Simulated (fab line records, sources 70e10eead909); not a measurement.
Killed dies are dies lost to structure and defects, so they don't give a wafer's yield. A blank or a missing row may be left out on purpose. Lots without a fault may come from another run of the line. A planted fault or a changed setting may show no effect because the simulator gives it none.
fab line records | flow nand_harc | part 1 of 2: steps 1 to 25 of 33
record lots=5 wafers=15 last_day=23
route steps=1159 shown A_STAIRCASE@661
lots that met no fault: from a run of the same line without faults
start_h: hours from the record's first day to the start of the lot's first wafer shown | wait_h: hours since the lot's step before | " the same as in the row above | L1.1+2: a row that stands for several wafers | - no value, or no start given | * or withheld: withheld | < > ~ a bound
route shown NAME@n: a module of which the file shows steps, and the number in the route of the first | usual: mean/standard deviation of fault-free wafers | same: alike in all rows | chamber/n: place in a boat | sites: the reading at each site | _std_site: their standard deviation | _edge_site: outer sites' mean less inner sites' | radius_mm: how far each site lies from the wafer's centre | mask NAME#n: copy n | behind: the tool/chamber that last shaped the wafer | hold: why the lot was held/for how many hours/how that ended | device: the transistor (n, p or np) that didn't switch | end of line: the same wafers' tests at the end of the route | a step without rows: its recipe alone | killed: dies lost to structure and defects at the first sort, not the wafer's yield | map: a wafer's dies, x killed, . not, _ none there
set.NAME: the setting as run; set.NAME@STEP: as run at that earlier step | model.NAME: the simulator's own value behind a step, which no gauge read
lots at some steps of the route; a table a step, a row a wafer
services: from which hour (start_h, from the record's first day; less than 0 if before it) a tool's chamber was out of use, for how many hours, and why
## steps
# step NHARC_A_STAIRCASE_DEVELOP_288
# recipe time_s=140
# columns lot.wafer tool chamber start_h wait_h
L075.1+4+5 litho_track-02 0 - -
L083.1+2+5 litho_track-03 0 - -
L086.1+3+6 litho_track-02 0 - -
L090.3+5+6 litho_track-03 0 - -
L097.4+5+6 litho_track-05 0 - -
# step NHARC_A_STAIRCASE_HARDBAKE_290
# recipe temp_c=120 time_s=140
# columns lot.wafer tool chamber start_h wait_h
L075.1+4+5 litho_track-05 0 257.20 -
L083.1+2+5 litho_track-03 0 296.29 -
L086.1+3+6 litho_track-02 0 329.66 -
L090.3+5+6 litho_track-02 0 350.66 -
L097.4+5+6 litho_track-03 0 380.49 -
# step NHARC_A_STAIRCASE_DESCUM_291
# recipe time_s=3 o2_flow_sccm=200 ar_flow_sccm=0 bias_power_w=0 chemistry=O2
# usual drypump_motor_current_A=5.8/0.39 oes_product_au=1.000/0.0072 rf_vpp_V=57.9/0.93 showerhead_plenum_p_Torr=1.95/0.089 throttle_valve_pct=11.311/0.01
# columns lot.wafer tool chamber start_h wait_h drypump_motor_current_A oes_product_au rf_hours_counter_h rf_vpp_V showerhead_plenum_p_Torr throttle_valve_pct
L075.4 rie_diel-11 3 257.37 - 5.7 1.001 23 57.4 1.81 11.305
L075.1 " 1 " " 6.4 1.000 24 58.2 1.95 11.300
L075.5 " 0 " " 5.4 1.009 - 58.8 2.01 11.310
L083.1 rie_diel-01 3 296.39 - 5.8 1.003 59 59.1 1.89 11.324
L083.2 " 1 " " 5.9 0.982 64 56.6 1.78 11.319
L083.5 " 0 " " 6.4 0.998 - 57.7 1.98 11.315
L086.3 rie_diel-11 1 329.94 - 6.4 0.987 50 58.8 1.94 11.310
L086.1 " 0 " " 5.5 1.004 50 58.4 2.00 11.305
L086.6 " 2 " " 5.5 1.000 - 60.0 2.06 11.335
L090.3 rie_diel-11 0 350.74 - 5.5 1.005 59 58.4 2.00 11.316
L090.5 " 0 " " 5.5 1.002 - 57.8 2.00 11.315
L090.6 " 1 " " 6.4 0.991 - 58.2 1.94 11.327
L097.4 rie_diel-01 2 380.59 - 5.7 1.009 21 56.3 1.83 11.310
L097.6 " 0 " " 6.4 1.003 - 58.4 1.98 11.310
L097.5 " 1 " " 5.9 0.993 - 57.8 2.07 11.297
# step NHARC_A_STAIRCASE_ETCH_292
# recipe cf4_flow_sccm=100 chf3_flow_sccm=30 ar_flow_sccm=0 rf_w=500 bias_w=200 chemistry=CF4/CHF3
# usual drypump_motor_current_A=5.8/0.39 oes_product_au=0.956/0.021 rf_vpp_V=371.2/2.5 showerhead_plenum_p_Torr=1.60/0.069 throttle_valve_pct=16.802/0.01
# columns lot.wafer tool chamber start_h wait_h drypump_motor_current_A oes_product_au rf_hours_counter_h rf_vpp_V showerhead_plenum_p_Torr throttle_valve_pct
L075.1 rie_diel-11 3 257.47 0.1 5.8 0.963 23 367.6 1.50 16.807
L075.4 " 0 " " 5.4 0.966 24 372.8 1.65 16.824
L075.5 " 2 " " 5.5 0.978 - 373.1 1.69 16.813
L083.1 rie_diel-01 3 296.50 0.1 5.7 0.938 59 370.5 1.56 16.810
L083.2 " 0 " " 6.4 0.936 62 372.6 1.63 16.795
L083.5 " 1 " " 5.9 0.921 - 367.8 1.47 16.789
L086.1 rie_diel-11 1 330.15 0.2 6.4 0.924 50 372.4 1.60 16.797
L086.3 " 2 " " 5.5 0.936 52 374.4 1.69 16.806
L086.6 " 3 " " 5.7 0.949 - 367.5 1.49 16.785
L090.3 rie_diel-11 1 350.86 0.1 6.4 0.915 58 371.6 1.60 16.810
L090.6 " 2 " " 5.5 0.922 - 372.9 1.68 16.776
L090.5 " 3 " " 5.7 0.921 - 368.3 1.49 16.805
L097.4 rie_diel-01 2 380.68 0.1 5.7 0.975 21 369.7 1.51 16.804
L097.6 " 3 " " 5.7 0.977 - 369.1 1.55 16.798
L097.5 " 0 " " 6.4 0.966 - 372.4 1.62 16.792
# step NHARC_A_STAIRCASE_HM_OPEN_460
# recipe o2_flow_sccm=400 cos_flow_sccm=20 ar_flow_sccm=0 rf_w=500 bias_w=300 chemistry=O2/COS
# usual drypump_motor_current_A=5.8/0.39 oes_product_au=0.998/0.0078 rf_vpp_V=468/3 showerhead_plenum_p_Torr=3.17/0.14 throttle_valve_pct=28.331/0.0095
# columns lot.wafer tool chamber start_h wait_h drypump_motor_current_A oes_product_au rf_hours_counter_h rf_vpp_V showerhead_plenum_p_Torr throttle_valve_pct
L075.4 rie_diel-11 2 - - 5.5 1.000 24 471 3.36 28.334
L075.1 " 1 " " 6.4 0.994 25 468 3.18 28.320
L075.5 " 2 " " 5.5 1.003 - 472 3.36 28.325
L083.1 rie_diel-01 0 - - 6.4 1.006 62 470 3.23 28.321
L083.2 " 1 " " 5.9 0.994 64 463 2.91 28.324
L083.5 " 0 " " 6.4 0.996 - 469 3.23 28.317
L086.3 rie_diel-11 2 - - 5.5 1.003 52 472 3.35 28.335
L086.1 " 0 " " 5.5 0.992 50 472 3.26 28.344
L086.6 " 1 " " 6.4 0.990 - 467 3.17 28.317
L090.3 rie_diel-11 3 - - 5.8 0.994 59 464 2.95 28.323
L090.5 " 0 " " 5.5 0.987 - 470 3.25 28.333
L090.6 " 1 " " 6.4 0.983 - 467 3.17 28.332
L097.4 rie_diel-01 2 - - 5.7 1.003 21 465 2.99 28.343
L097.5 " 2 " " 5.7 0.998 - 464 2.99 28.340
L097.6 " 3 " " 5.8 0.994 - 466 3.08 28.322
# step NHARC_A_STAIRCASE_STRIP_461
# recipe o2_flow_sccm=400 cos_flow_sccm=20 ar_flow_sccm=0 bias_w=0 chemistry=O2/COS
# columns lot.wafer tool chamber start_h wait_h
L075.1+4+5 rie_diel-11 0,1,0 - -
L083.2+1+5 rie_diel-01 1,0,3 - -
L086.3+1+6 rie_diel-11 1,2,2 - -
L090.3+6+5 rie_diel-11 1,0,1 - -
L097.4+5+6 rie_diel-01 3,0,1 - -
# step NHARC_A_STAIRCASE_ETCH_452
# recipe target_depth_a=300 overetch_a=30 time_s=16.5 ion_energy_ev=100 cf4_flow_sccm=80 o2_flow_sccm=20 ar_flow_sccm=0 rf_w=300 bias_w=100 chemistry=CF4/O2
# usual drypump_motor_current_A=5.8/0.39 oes_product_au=0.999/0.0076 rf_vpp_V=198.2/1.4 showerhead_plenum_p_Torr=1.35/0.059 throttle_valve_pct=13.397/0.0089
# columns lot.wafer tool chamber start_h wait_h drypump_motor_current_A oes_product_au rf_hours_counter_h rf_vpp_V showerhead_plenum_p_Torr throttle_valve_pct
L075.1 rie_diel-11 3 - - 5.7 0.999 24 195.3 1.27 13.398
L075.4 " 0 " " 5.4 1.003 25 198.7 1.40 13.398
L075.5 " 1 " " 6.4 0.997 - 199.3 1.36 13.390
L083.1 rie_diel-01 3 - - 5.7 1.012 59 198.3 1.32 13.388
L083.2 " 1 " " 5.9 0.989 64 195.5 1.24 13.394
L083.5 " 1 " " 5.9 0.981 - 195.6 1.24 13.401
L086.3 rie_diel-11 0 - - 5.4 0.998 51 200.0 1.40 13.400
L086.1 " 1 " " 6.4 0.990 50 198.5 1.36 13.412
L086.6 " 1 " " 6.4 1.004 - 199.0 1.36 13.414
L090.3 rie_diel-11 1 - - 6.4 0.994 58 197.7 1.35 13.395
L090.5 " 0 " " 5.4 0.996 - 199.3 1.39 13.397
L090.6 " 1 " " 6.4 0.995 - 198.4 1.35 13.392
L097.4 rie_diel-01 2 - - 5.7 1.007 21 196.8 1.28 13.387
L097.6 " 3 " " 5.8 1.008 - 198.1 1.32 13.405
L097.5 " 0 " " 6.4 1.000 - 199.5 1.38 13.412
# step NHARC_A_STAIRCASE_ETCH_294
# recipe target_depth_a=49920 time_s=1212.4 ion_energy_ev=800 c4f8_flow_sccm=80 o2_flow_sccm=60 ar_flow_sccm=withheld rf_w=600 bias_w=3000 chemistry=C4F8/O2/Ar
# usual oes_product_au=0.934/0.0099 rf_vpp_V=1830/11
# columns lot.wafer tool chamber start_h wait_h oes_product_au rf_hours_counter_h rf_vpp_V
L075.1 rie_diel-11 2 - - 0.936 24 1846
L075.4 " 3 " " 0.918 24 1814
L075.5 " 0 " " 0.937 - 1840
L083.1 rie_diel-01 3 - - 0.942 59 1825
L083.2 " 0 " " 0.942 62 1835
L083.5 " 1 " " 0.924 - 1809
L086.1 rie_diel-11 0 - - 0.918 51 1840
L086.3 " 1 " " 0.916 51 1831
L086.6 " 3 " " 0.910 - 1813
L090.3 rie_diel-11 3 - - 0.932 60 1812
L090.6 " 2 " " 0.937 - 1846
L090.5 " 3 " " 0.938 - 1813
L097.4 rie_diel-01 2 - - 0.939 21 1817
L097.6 " 1 " " 0.919 - 1847
L097.5 " 2 " " 0.938 - 1816
# step NHARC_A_STAIRCASE_STRIP_295
# recipe o2_flow_sccm=500 ar_flow_sccm=0 bias_w=0 chemistry=O2
# usual drypump_motor_current_A=5.8/0.39 oes_product_au=1.001/0.0071 rf_vpp_V=57.9/0.87 showerhead_plenum_p_Torr=3.58/0.15 throttle_valve_pct=17.037/0.0094
# columns lot.wafer tool chamber start_h wait_h drypump_motor_current_A oes_product_au rf_hours_counter_h rf_vpp_V showerhead_plenum_p_Torr throttle_valve_pct
L075.4 rie_diel-11 3 - - 5.7 1.004 25 57.0 3.35 17.030
L075.1 " 1 " " 6.4 1.006 26 59.0 3.59 17.048
L075.5 " 0 " " 5.5 1.018 - 58.7 3.69 17.034
L083.2 rie_diel-01 0 - - 6.4 1.001 63 57.3 3.65 17.036
L083.1 " 1 " " 5.9 1.006 65 54.7 3.30 17.042
L083.5 " 1 " " 5.9 0.994 - 56.1 3.30 17.023
L086.3 rie_diel-11 1 - - 6.4 0.990 51 58.5 3.58 17.037
L086.1 " 2 " " 5.5 0.999 53 59.6 3.78 17.045
L086.6 " 1 " " 6.4 0.989 - 57.6 3.58 17.036
L090.3 rie_diel-11 1 - - 6.4 0.996 61 58.6 3.57 17.036
L090.5 " 1 " " 6.4 0.987 - 58.6 3.58 17.034
L090.6 " 2 " " 5.5 1.000 - 58.7 3.77 17.038
L097.4 rie_diel-01 2 - - 5.7 1.014 22 57.1 3.39 17.027
L097.5 " 0 " " 6.4 1.007 - 56.4 3.64 17.036
L097.6 " 1 " " 6.0 1.007 - 58.4 3.80 17.049
# step NHARC_A_STAIRCASE_STRIP_296
# recipe time_s=900 temp_c=130 chemistry=SPM
# columns lot.wafer tool chamber start_h wait_h
L075.1+5+4 wet_bench-02 1,4,6 259.75 -
L083.1+2+5 wet_bench-02 6,0,1 298.53 -
L086.1+3+6 wet_bench-01 7,0,1 332.12 -
L090.3+6+5 wet_bench-01 5,7,0 353.94 -
L097.5+6+4 wet_bench-02 4,5,0 382.33 -
# step NHARC_A_STAIRCASE_PRECLEAN_297
# recipe time_s=* temp_c=50 bath_age_min=0 chemistry=SC1
# usual sc1_h2o2_end_mol_l=0.3698/0.00066
# columns lot.wafer tool chamber start_h wait_h sc1_h2o2_end_mol_l
L075.1 wet_bench-02 1 - - 0.3696
L075.5 " 4 " " 0.3711
L075.4 " 6 " " 0.3697
L083.1 wet_bench-02 6 - - 0.3703
L083.2 " 0 " " 0.3704
L083.5 " 1 " " 0.3710
L086.1 wet_bench-01 7 - - 0.3695
L086.3 " 0 " " 0.3702
L086.6 " 1 " " 0.3705
L090.3 wet_bench-01 5 - - 0.3693
L090.6 " 7 " " 0.3681
L090.5 " 0 " " 0.3687
L097.5 wet_bench-02 4 - - 0.3691
L097.6 " 5 " " 0.3702
L097.4 " 0 " " 0.3700
# step NHARC_A_STAIRCASE_SRD_298
# columns lot.wafer tool chamber start_h wait_h
L075.1+5+4 wet_bench-02 1,4,6 - -
L083.1+2+5 wet_bench-02 6,0,1 - -
L086.1+3+6 wet_bench-01 7,0,1 - -
L090.3+6+5 wet_bench-01 5,7,0 - -
L097.5+6+4 wet_bench-02 4,5,0 - -
# step NHARC_A_STAIRCASE_HM_DEP_462
# recipe target_thk_a=8000 temp_c=400 material=aC
# usual throttle_valve_pct=35.000/0.0088
# columns lot.wafer tool chamber start_h wait_h throttle_valve_pct
L075.1 acl_dep-02 0 260.88 0.7 35.004
L075.4 " 0 " " 34.994
L075.5 " 0 " " 35.015
L083.1 acl_dep-03 0 303.25 4.2 35.011
L083.2 " 0 " " 35.010
L083.5 " 0 " " 34.998
L086.1 acl_dep-02 0 333.38 0.8 34.989
L086.3 " 0 " " 35.016
L086.6 " 0 " " 34.993
L090.3 acl_dep-01 0 356.77 2.4 35.024
L090.5 " 0 " " 35.016
L090.6 " 0 " " 35.016
L097.4 acl_dep-02 0 384.57 1.8 35.005
L097.5 " 0 " " 34.982
L097.6 " 0 " " 35.008
# step NHARC_A_STAIRCASE_DEP_301
# recipe target_thk_a=300 target_thk_nm=30 temp_c=400 pressure_torr=3.5 flow_sccm=200 rf_w=350 material=SiON
# usual heater_power_w=718/120 showerhead_vpp_V=1185/40
# columns lot.wafer tool chamber start_h wait_h heater_power_w showerhead_vpp_V
L075.1 pecvd-03 2 262.81 1.6 734 1179
L075.4 " 0 " " 572 1158
L075.5 " 1 " " 877 1194
L083.2 pecvd-01 2 305.12 1.3 736 1121
L083.1 " 1 " " 744 1203
L083.5 " 1 " " 743 1193
L086.1 pecvd-01 0 335.24 1.6 593 1215
L086.3 " 1 " " 788 1191
L086.6 " 2 " " 882 1127
L090.3 pecvd-01 2 358.04 1.0 845 1116
L090.6 " 1 " " 806 1212
L090.5 " 2 " " 878 1140
L097.6 pecvd-01 0 385.60 0.1 667 1210
L097.4 " 1 " " 808 1182
L097.5 " 2 " " 858 1097
# step NHARC_A_STAIRCASE_DEHYDRATE_302
# recipe temp_c=150 time_s=120
# columns lot.wafer tool chamber start_h wait_h
L075.1+4+5 litho_track-02 0 263.04 0.2
L083.1+2+5 litho_track-02 0 305.39 0.2
L086.1+3+6 litho_track-05 0 335.51 0.2
L090.3+5+6 litho_track-03 0 358.28 0.2
L097.4+5+6 litho_track-03 0 385.79 0.1
# step NHARC_A_STAIRCASE_HMDS_303
# recipe time_s=30
# columns lot.wafer tool chamber start_h wait_h
L075.1+4+5 litho_track-02 0 - -
L083.1+2+5 litho_track-02 0 - -
L086.1+3+6 litho_track-05 0 - -
L090.3+5+6 litho_track-03 0 - -
L097.4+5+6 litho_track-03 0 - -
# step NHARC_A_STAIRCASE_COAT_304
# recipe spin_rpm=1200
# usual spin_speed_rpm=1199.9/0.68
# columns lot.wafer tool chamber start_h wait_h spin_speed_rpm
L075.1 litho_track-02 0 - - 1199.5
L075.4 " 0 " " 1199.5
L075.5 " 0 " " 1199.1
L083.1 litho_track-02 0 - - 1199.4
L083.2 " 0 " " 1199.5
L083.5 " 0 " " 1199.6
L086.1 litho_track-05 0 - - 1199.7
L086.3 " 0 " " 1200.7
L086.6 " 0 " " 1200.5
L090.3 litho_track-03 0 - - 1200.4
L090.5 " 0 " " 1199.8
L090.6 " 0 " " 1200.2
L097.4 litho_track-03 0 - - 1200.8
L097.5 " 0 " " 1201.1
L097.6 " 0 " " 1200.1
# step NHARC_A_STAIRCASE_SOFTBAKE_305
# recipe temp_c=135 time_s=170
# columns lot.wafer tool chamber start_h wait_h
L075.1+4+5 litho_track-02 0 - -
L083.1+2+5 litho_track-02 0 - -
L086.1+3+6 litho_track-05 0 - -
L090.3+5+6 litho_track-03 0 - -
L097.4+5+6 litho_track-03 0 - -
# step NHARC_A_STAIRCASE_EBR_306
# columns lot.wafer tool chamber start_h wait_h
L075.1+4+5 litho_track-02 0 - -
L083.1+2+5 litho_track-02 0 - -
L086.1+3+6 litho_track-05 0 - -
L090.3+5+6 litho_track-03 0 - -
L097.4+5+6 litho_track-03 0 - -
# step NHARC_A_STAIRCASE_EXPOSE_307
# recipe na=0.5 dose_mj=45.72 mask_id=CHOP_50
# same na=0.5
# columns lot.wafer tool chamber start_h wait_h mask
L075.1+4+5 krf_scanner-04 0 263.25 - CHOP_50#0
L083.1+2+5 krf_scanner-02 0 305.72 - CHOP_50#0
L086.1+3+6 krf_scanner-02 0 335.85 - CHOP_50#0
L090.3+5+6 krf_scanner-04 0 358.50 - CHOP_50#0
L097.4+5+6 krf_scanner-01 0 386.14 - CHOP_50#0
# step NHARC_A_STAIRCASE_PEB_308
# recipe peb_temp_c=115 peb_time_s=130
# columns lot.wafer tool chamber start_h wait_h
L075.1+4+5 litho_track-02 0 263.32 0.1
L083.1+2+5 litho_track-02 0 305.79 0.1
L086.1+3+6 litho_track-03 0 335.92 0.1
L090.3+5+6 litho_track-05 0 358.56 0.0
L097.4+5+6 litho_track-02 0 386.19 0.0
# step NHARC_A_STAIRCASE_DEVELOP_309
# recipe time_s=140
# columns lot.wafer tool chamber start_h wait_h
L075.1+4+5 litho_track-02 0 - -
L083.1+2+5 litho_track-02 0 - -
L086.1+3+6 litho_track-03 0 - -
L090.3+5+6 litho_track-05 0 - -
L097.4+5+6 litho_track-02 0 - -
# step NHARC_A_STAIRCASE_HARDBAKE_311
# recipe temp_c=120 time_s=140
# columns lot.wafer tool chamber start_h wait_h
L075.1+4+5 litho_track-02 0 263.53 -
L083.1+2+5 litho_track-03 0 306.00 -
L086.1+3+6 litho_track-05 0 336.14 -
L090.3+5+6 litho_track-02 0 358.78 -
L097.4+5+6 litho_track-03 0 386.42 -
# step NHARC_A_STAIRCASE_DESCUM_312
# recipe time_s=3 o2_flow_sccm=200 ar_flow_sccm=0 bias_power_w=0 chemistry=O2
# usual drypump_motor_current_A=5.8/0.37 oes_product_au=1.001/0.0091 rf_vpp_V=57.8/0.94 showerhead_plenum_p_Torr=1.93/0.089 throttle_valve_pct=11.311/0.0083
# columns lot.wafer tool chamber start_h wait_h drypump_motor_current_A oes_product_au rf_hours_counter_h rf_vpp_V showerhead_plenum_p_Torr throttle_valve_pct
L075.1 rie_diel-06 0 263.96 - 6.2 1.003 7 55.2 1.88 11.311
L075.4 " 1 " " 5.4 1.001 8 58.8 2.03 11.314
L075.5 " 3 " " 5.4 1.006 - 59.2 2.01 11.314
L083.1 rie_diel-01 1 306.10 - 5.9 1.005 67 58.9 1.78 11.310
L083.2 " 0 " " 6.4 1.010 65 57.7 1.98 11.302
L083.5 " 3 " " 5.8 0.993 - 58.6 1.89 11.320
L086.1 rie_diel-01 2 336.25 - 5.7 0.999 4 57.2 1.84 11.321
L086.3 " 3 " " 5.8 0.988 4 57.4 1.89 11.304
L086.6 " 1 " " 5.9 0.998 - 58.7 2.07 11.313
L090.3 rie_diel-06 0 358.87 - 6.3 0.983 49 58.3 1.86 11.318
L090.5 " 3 " " 5.4 0.980 - 58.1 2.00 11.319
L090.6 " 0 " " 6.3 0.986 - 56.2 1.86 11.306
L097.6 rie_diel-06 2 386.53 - 5.3 1.001 - 57.7 1.88 11.299
L097.5 " 3 " " 5.4 0.992 - 58.3 1.99 11.304
L097.4 " 0 " " 6.3 0.998 - 58.3 1.86 11.319
# step NHARC_A_STAIRCASE_ETCH_313
# recipe cf4_flow_sccm=100 chf3_flow_sccm=30 ar_flow_sccm=0 rf_w=500 bias_w=200 chemistry=CF4/CHF3
# usual drypump_motor_current_A=5.7/0.39 oes_product_au=0.934/0.017 rf_vpp_V=370.9/2.3 showerhead_plenum_p_Torr=1.59/0.067 throttle_valve_pct=16.802/0.0095
# columns lot.wafer tool chamber start_h wait_h drypump_motor_current_A oes_product_au rf_hours_counter_h rf_vpp_V showerhead_plenum_p_Torr throttle_valve_pct
L075.4 rie_diel-06 0 264.13 0.2 6.3 0.926 7 369.1 1.54 16.812
L075.1 " 1 " " 5.5 0.948 8 372.9 1.66 16.783
L075.5 " 0 " " 6.3 0.924 - 370.2 1.54 16.808
L083.1 rie_diel-01 1 306.21 0.1 5.9 0.917 67 366.3 1.47 16.792
L083.2 " 3 " " 5.8 0.924 62 369.3 1.56 16.796
L083.5 " 3 " " 5.8 0.933 - 368.5 1.56 16.813
L086.1 rie_diel-01 3 336.46 0.2 5.7 0.960 4 369.8 1.55 16.805
L086.3 " 0 " " 6.4 0.965 1 372.5 1.63 16.804
L086.6 " 2 " " 5.7 0.947 - 368.7 1.51 16.799
L090.3 rie_diel-06 2 358.97 0.1 5.2 0.931 45 369.5 1.55 16.810
L090.6 " 0 " " 6.3 0.925 - 369.5 1.53 16.803
L090.5 " 1 " " 5.4 0.926 - 372.9 1.65 16.787
L097.6 rie_diel-06 3 386.64 0.1 5.4 0.950 - 373.8 1.64 16.793
L097.5 " 0 " " 6.3 0.974 - 368.3 1.53 16.786
L097.4 " 2 " " 5.3 0.974 - 369.2 1.54 16.814
